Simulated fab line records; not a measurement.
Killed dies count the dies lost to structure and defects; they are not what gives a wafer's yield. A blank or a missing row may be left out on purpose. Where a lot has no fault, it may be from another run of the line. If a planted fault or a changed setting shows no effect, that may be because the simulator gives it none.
The same fault as seen by 3 desks :: flow n5Finfet :: numbers are kept per desk, each desk with only its own; the story behind them comes last

THE DEFECT DESK
Inspection counts along the route, by lot: the mean over sampled wafers that carry a number. Any lot whose mean is over 4 standard deviations away from the usual mean is out of limits and marked OUT; that distance is given in the brackets.
Columns: A = rawDefectCount at N5_MOL_CONTACT_COAG_INSPECT_57, usual 212; B = rawDefectCount at N5_MOL_CONTACT_COAG_INSPECT_42, usual 211
lot: L225
first seen here: day 5 12:26
A: 244
B: 221

lot: L227
first seen here: day 5 21:29
A: 216
B: 218

lot: L234
first seen here: day 7 16:23
A: 808 (+10) OUT
B: 799 (+9.3) OUT

lot: L236
first seen here: day 8 04:27
A: 815 (+10) OUT
B: 834 (+9.9) OUT

lot: L238
first seen here: day 9 00:31
A: 161
B: 152

lot: L241
first seen here: day 9 13:17
A: 175
B: 168

lot: L243
first seen here: day 9 20:58
A: 370
B: 401

lot: L245
first seen here: day 10 13:28
A: 141
B: 128

lot: L246
first seen here: day 10 15:50
A: 241
B: 225
This desk finds L234, L236 out of limits, L234 being first, at day 7 16:23 (rawDefectCount at N5_MOL_CONTACT_COAG_INSPECT_57). Within limits: L225, L227, L238, L241, L243, L245, L246.

FROM THE METROLOGY DESK
Lot by lot, what the gauges showed, no matter which tool ran the lot: averages of those sampled wafers that carry a number. Any lot whose mean is over 4 standard deviations away from the usual mean is out of limits and marked OUT; that distance is given in the brackets. Shown here are 7 of its 11 readings, the ones lying furthest out on some lot.
Columns: A = cdNm at N5_MOL_CONTACT_COAG_CD_MEAS_84, usual 25.11 nm; B = DIBL_P at N5_BEOL_M4_RC_MEAS_101, usual 36.3 mV/V; C = IOFF_P at N5_BEOL_M4_RC_MEAS_101, usual 0.21 nA/um; D = ION_N at N5_BEOL_M4_RC_MEAS_101, usual 672 uA/um; E = ION_P at N5_BEOL_M4_RC_MEAS_101, usual 459 uA/um; F = SS_N at N5_BEOL_M4_RC_MEAS_101, usual 71.6 mV/dec; G = VT_N at N5_BEOL_M4_RC_MEAS_101, usual 250 mV
lot: L225
first seen here: day 5 12:21
A: 25.17
B: 35.4
C: 0.20
D: 659
E: 456
F: 71.6
G: 252

lot: L227
first seen here: day 5 21:24
A: 25.03
B: 32.7
C: 0.15
D: 654
E: 448
F: 70.9
G: 254

lot: L234
first seen here: day 7 16:18
A: 25.08
B: 38.0
C: 0.23
D: 677
E: 464
F: 71.4
G: 250

lot: L236
first seen here: day 8 04:22
A: 25.03
B: 37.3
C: 0.21
D: 668
E: 455
F: 72.0
G: 250

lot: L238
first seen here: day 9 00:26
A: 25.31
B: 37.6
C: 0.23
D: 672
E: 463
F: 71.7
G: 248

lot: L241
first seen here: day 9 13:11
A: 25.43
B: 38.9
C: 0.24
D: 678
E: 467
F: 72.6
G: 248

lot: L243
first seen here: day 9 20:52
A: 25.19
B: 36.7
C: 0.19
D: 673
E: 455
F: 71.3
G: 250

lot: L245
first seen here: day 10 13:23
A: 25.27
B: 38.6
C: 0.25
D: 690
E: 468
F: 72.3
G: 245

lot: L246
first seen here: day 10 15:45
A: 25.21
B: 33.9
C: 0.17
D: 671
E: 459
F: 71.1
G: 253
This desk's verdict: no lot among the 9 shows anything out of limits.

DESK OF THE TOOL OWNER: aldSin-01
The tool's own readings at N5_MOL_CONTACT_COAG_ALD_123 (deposits SiNx, target thk 5 nm, pulse time 1 s, purge time 2 s): means of the sampled wafers that have a number, for each lot that ran on this tool. Any lot whose mean is over 4 standard deviations away from the usual mean is out of limits and marked OUT; that distance is given in the brackets.
Columns: A = heaterPowerW at N5_MOL_CONTACT_COAG_ALD_123, usual 834 W; B = precursorPulseHeightRel at N5_MOL_CONTACT_COAG_ALD_123, usual 1.001
lot: L227
first seen here: day 5 20:32
A: 922
B: 1.009

lot: L234
first seen here: day 7 15:20
A: 934
B: 1.015

lot: L236
first seen here: day 8 03:31
A: 869
B: 1.012

lot: L245
first seen here: day 10 12:31
A: 843
B: 0.998
This desk's verdict: no lot among the 4 shows anything out of limits.

BROUGHT TOGETHER
The defect desk could have raised an alarm at day 7 16:23, on L234, L236.
Metrology desk: nothing out of limits seen.
The tool owner's desk saw nothing out of limits.
The metrology desk holds a record of L234, L236, inside its limits.
On record at the tool owner's desk: L234, L236, within its limits.
All the named lots went through N5_MOL_CONTACT_COAG_ALD_123 on aldSin-01.

WHAT THE SIMULATOR HAD PUT IN
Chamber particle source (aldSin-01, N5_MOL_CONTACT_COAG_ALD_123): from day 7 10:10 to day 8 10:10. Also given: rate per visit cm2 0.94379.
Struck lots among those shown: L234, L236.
Hours from the fault's start to each desk's first reading out of limits: the defect desk, 6.
